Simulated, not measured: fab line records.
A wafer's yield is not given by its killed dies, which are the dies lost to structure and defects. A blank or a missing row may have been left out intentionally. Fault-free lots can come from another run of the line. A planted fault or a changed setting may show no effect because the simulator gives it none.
Chamber matching || flow nand_harc || pecvd-02 running NHARC_P_M2_PRE_CLEAN_32: 3 sister chambers
The step time 12 s. 3 wafers are shown with their chamber, then 7 later ones without.

== WAFERS, EACH WITH ITS CHAMBER ==
{"wafer": "L229.1", "chamber": 0, "heater_power_w (W)": 664}
{"wafer": "L236.1", "chamber": 1, "heater_power_w (W)": 783}
{"wafer": "L236.2", "chamber": 2, "heater_power_w (W)": 620}

== WAFERS WITH NO CHAMBER GIVEN ==
{"wafer": "L236.3", "heater_power_w (W)": 646}
{"wafer": "L237.2", "heater_power_w (W)": 615}
{"wafer": "L237.4", "heater_power_w (W)": 610}
{"wafer": "L237.5", "heater_power_w (W)": 730}
{"wafer": "L238.3", "heater_power_w (W)": 631}
{"wafer": "L238.4", "heater_power_w (W)": 576}
{"wafer": "L238.6", "heater_power_w (W)": 630}

== EACH ONE'S CHAMBER ==
{"wafer": "L236.3", "from the rows above": "can't be placed: 0 or 2", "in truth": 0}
{"wafer": "L237.2", "from the rows above": "can't be placed: 2 or 0", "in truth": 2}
{"wafer": "L237.4", "from the rows above": "can't be placed: 2 or 0", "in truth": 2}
{"wafer": "L237.5", "from the rows above": "can't be placed: 1 or 0", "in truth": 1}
{"wafer": "L238.3", "from the rows above": "can't be placed: 2 or 0", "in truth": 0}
{"wafer": "L238.4", "from the rows above": "can't be placed: 2 or 0", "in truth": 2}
{"wafer": "L238.6", "from the rows above": "can't be placed: 2 or 0", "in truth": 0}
Correct placement for 0 of the 7. Not placeable from these rows: 7 (in 7, the candidates include the true chamber). Number placed wrongly: 0.
How it was worked out, from the rows above alone: a wafer's distance from a chamber is the root of the sum, over the readings, of the square of ((its reading less the chamber's mean) divided by the reading's scatter). The wafer belongs to the nearest chamber; if the next one is less than 2 further off, it can't be placed. Each chamber's mean is taken over the wafers shown for it. The scatter: with one shown wafer a chamber, the root of the mean of the squares of how far each hidden wafer lies from its nearest shown one.
